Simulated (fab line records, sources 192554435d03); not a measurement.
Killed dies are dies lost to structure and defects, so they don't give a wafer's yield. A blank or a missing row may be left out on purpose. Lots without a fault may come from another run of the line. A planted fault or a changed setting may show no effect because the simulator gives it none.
Chamber matching | flow n5_finfet | N5_BEOL_M5_PRE_CLEAN_77 on cvd_co-01: 3 sister chambers
The step time 15 s. 30 wafers are shown with their chamber, then 12 later ones without.

WAFERS WITH THEIR CHAMBER
wafer  | chamber | heater_power_w (W)
L074.1 | 2       | 102
L074.2 | 0       | 88
L074.3 | 1       | 137
L074.4 | 0       | 89
L074.5 | 2       | 99
L074.6 | 1       | 133
L076.1 | 1       | 137
L076.2 | 0       | 89
L076.3 | 2       | 101
L076.4 | 2       | 104
L076.5 | 0       | 87
L076.6 | 1       | 134
L078.1 | 0       | 88
L078.3 | 1       | 135
L078.5 | 1       | 134
L080.3 | 2       | 103
L080.5 | 1       | 135
L080.6 | 0       | 88
L082.1 | 2       | 105
L082.2 | 0       | 87
L082.3 | 1       | 134
L082.4 | 2       | 105
L082.5 | 1       | 138
L082.6 | 0       | 88
L086.1 | 0       | 90
L086.3 | 1       | 133
L086.4 | 0       | 91
L091.2 | 0       | 89
L091.5 | 0       | 89
L091.6 | 1       | 132

SIGNATURES (means of the wafers above)
reading        | chamber 0 | chamber 1 | chamber 2 | scatter within a chamber
heater_power_w | 88.58     | 134.73    | 102.71    | 1.73
Rule: a wafer's distance from a chamber is the root of the sum, over the readings, of the square of ((its reading less the chamber's mean) divided by the reading's scatter). The wafer belongs to the nearest chamber; if the next one is less than 2 further off, it can't be placed. The scatter: the root of (the sum of the squares of (reading less its chamber's mean) over the shown wafers, divided by (wafers less chambers)).

WAFERS WITHOUT THEIR CHAMBER
wafer  | heater_power_w (W)
L092.1 | 105
L092.2 | 89
L092.5 | 104
L093.3 | 90
L093.4 | 110
L093.6 | 87
L095.1 | 87
L095.2 | 134
L095.3 | 105
L095.4 | 106
L095.5 | 88
L095.6 | 135

WHICH CHAMBER EACH WENT THROUGH
wafer  | from the rows above | in truth
L092.1 | 2                   | 2
L092.2 | 0                   | 0
L092.5 | 2                   | 2
L093.3 | 0                   | 0
L093.4 | 2                   | 2
L093.6 | 0                   | 0
L095.1 | 0                   | 0
L095.2 | 1                   | 1
L095.3 | 2                   | 2
L095.4 | 2                   | 2
L095.5 | 0                   | 0
L095.6 | 1                   | 1
Placed correctly: 12 of 12. Can't be placed from these rows: 0. Placed wrongly: 0.
